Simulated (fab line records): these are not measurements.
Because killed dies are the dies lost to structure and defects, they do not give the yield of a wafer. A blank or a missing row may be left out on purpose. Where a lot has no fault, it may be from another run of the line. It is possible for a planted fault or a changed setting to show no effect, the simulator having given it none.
Chamber matching / flow nand harc / cmp-01 running NHARC_A_STAIRCASE_CMP_152: 4 sister chambers
The step polishes. 8 wafers are shown with their chamber, then 10 later ones without.

## WAFERS, EACH WITH ITS CHAMBER
wafer=L080.2; chamber=2; motor current A (A)=11.7
wafer=L080.4; chamber=0; motor current A (A)=13.6
wafer=L080.6; chamber=0; motor current A (A)=13.8
wafer=L083.1; chamber=1; motor current A (A)=12.3
wafer=L083.2; chamber=2; motor current A (A)=12.3
wafer=L083.5; chamber=3; motor current A (A)=10.5
wafer=L087.1; chamber=3; motor current A (A)=10.4
wafer=L087.5; chamber=1; motor current A (A)=12.0

## WAFERS WITHOUT THEIR CHAMBER
wafer=L087.6; motor current A (A)=12.0
wafer=L091.2; motor current A (A)=13.4
wafer=L091.3; motor current A (A)=12.8
wafer=L091.6; motor current A (A)=12.2
wafer=L094.1; motor current A (A)=11.9
wafer=L094.3; motor current A (A)=12.4
wafer=L094.6; motor current A (A)=13.1
wafer=L097.2; motor current A (A)=11.4
wafer=L097.4; motor current A (A)=12.2
wafer=L097.5; motor current A (A)=13.8

## WHICH CHAMBER EACH WENT THROUGH
wafer=L087.6; from the rows above=can't be placed: 2 or 1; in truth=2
wafer=L091.2; from the rows above=0; in truth=0
wafer=L091.3; from the rows above=can't be placed: 1 or 2 or 0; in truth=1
wafer=L091.6; from the rows above=can't be placed: 1 or 2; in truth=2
wafer=L094.1; from the rows above=can't be placed: 2 or 1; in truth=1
wafer=L094.3; from the rows above=can't be placed: 1 or 2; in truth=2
wafer=L094.6; from the rows above=can't be placed: 0 or 1 or 2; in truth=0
wafer=L097.2; from the rows above=can't be placed: 2 or 1 or 3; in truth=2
wafer=L097.4; from the rows above=can't be placed: 1 or 2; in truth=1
wafer=L097.5; from the rows above=0; in truth=0
Correctly placed: 2 of 10. From these rows, 8 cannot be placed; in 8 the true chamber is one of the candidates. Wrongly placed: 0.
How it was worked out, from the rows above alone: a wafer's distance from a chamber is the root of the sum, over the readings, of the square of ((its reading less the chamber's mean) divided by the reading's scatter). The wafer belongs to the nearest chamber; if the next one is less than 2 further off, it can't be placed. For every chamber, the mean is computed from those of its wafers that are shown. How the scatter is found: for the shown wafers, subtract from each reading the mean of its chamber, square and add these, divide the total by (wafers less chambers), then take the root.
